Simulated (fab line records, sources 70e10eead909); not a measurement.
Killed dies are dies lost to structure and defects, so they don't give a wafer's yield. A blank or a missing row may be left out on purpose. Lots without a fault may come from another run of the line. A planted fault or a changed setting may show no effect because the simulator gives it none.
Problem report in the 8D (eight disciplines) form, filled by code | flow nand_harc | the parts of the form that need people (team, actions taken, sign-off) are left out

1. THE PROBLEM
run_length_s at NHARC_A_WL_FILL_ETCHBACK_04 reads a mean of 166.6 s on 6 wafers of 2 lots; wafers without a fault read 141.2 s with a standard deviation of 0.36. That is +71 standard deviations from the usual mean.
The step: etches the open film in NF3, target depth 60 nm, time 120 s.
First seen on wafer L825.2, day 27 06:40, on rie_metal-02. The record holds 36 wafers of 12 lots with a number at this step. Rule for "out", or "out of limits": more than 4 standard deviations from the usual mean. The other wafers with a number count as sound.

2. WHAT IT IS AND WHAT IT IS NOT
question                    | is                     | is not
which readings at this step | run_length_s           | drypump_motor_current_A, oes_product_au
which lots                  | L825, L827             | L809, L810, L812, L813, L814, L815, L816, L818, L824, L831
which wafers of those lots  | all that have a number | -
read on which tools         | rie_metal-02           | rie_metal-01, rie_metal-03
when                        | from day 27 06:40      | up to then (24 sound wafers); but 6 sound wafers of L824, L831 came after

3. SUSPECTS, AND WHAT RULES EACH OUT
Counting: a tool at a process step up to the reading stays a suspect if it ran every lot that is out and no sound lot after the first of them.
- rie_metal-02 at NHARC_A_WL_FILL_ETCHBACK_04 (etches the open film in NF3, target depth 60 nm, time 120 s): kept. It ran every lot that is out, first L825 (day 27 06:40), and no sound lot after that; its last sound lot up to then is L818 (day 24 12:19). Its own readings are out on those wafers: run_length_s.
Left after counting: rie_metal-02 at NHARC_A_WL_FILL_ETCHBACK_04.

4. THE CAUSE (what the simulator had put in)
Process parameter drift: rie_metal-02, from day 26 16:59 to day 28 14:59, at NHARC_A_WL_FILL_ETCHBACK_04. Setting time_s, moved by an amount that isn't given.
Counting left only this tool.

5. THE CHAIN OF EFFECTS, in route order
Each row: a reading whose mean over the struck wafers that have a number lies more than 3 standard deviations from the usual. Only readings for which the record gives a usual standard deviation are gone through. hours: the time from each lot's start at the first step in this table that gives one to its start at this step, as a median over the lots. sigmas: the change in usual standard deviations.
hours | step                        | reading      | usual   | on struck wafers | change | sigmas
0     | NHARC_A_WL_FILL_ETCHBACK_04 | run_length_s | 141.2 s | 166.6            | +25.4  | +71
The process steps in it:
- NHARC_A_WL_FILL_ETCHBACK_04: etches the open film in NF3, target depth 60 nm, time 120 s.
Later measuring or inspecting steps at which every struck wafer that the step has a row for has a number for every such reading, and none has moved that far: NHARC_END_SORT_01.

6. WHAT WOULD HAVE CAUGHT IT SOONER
In this record the first reading out of limits was taken at day 27 06:40, 14 hours after the fault began at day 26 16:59.
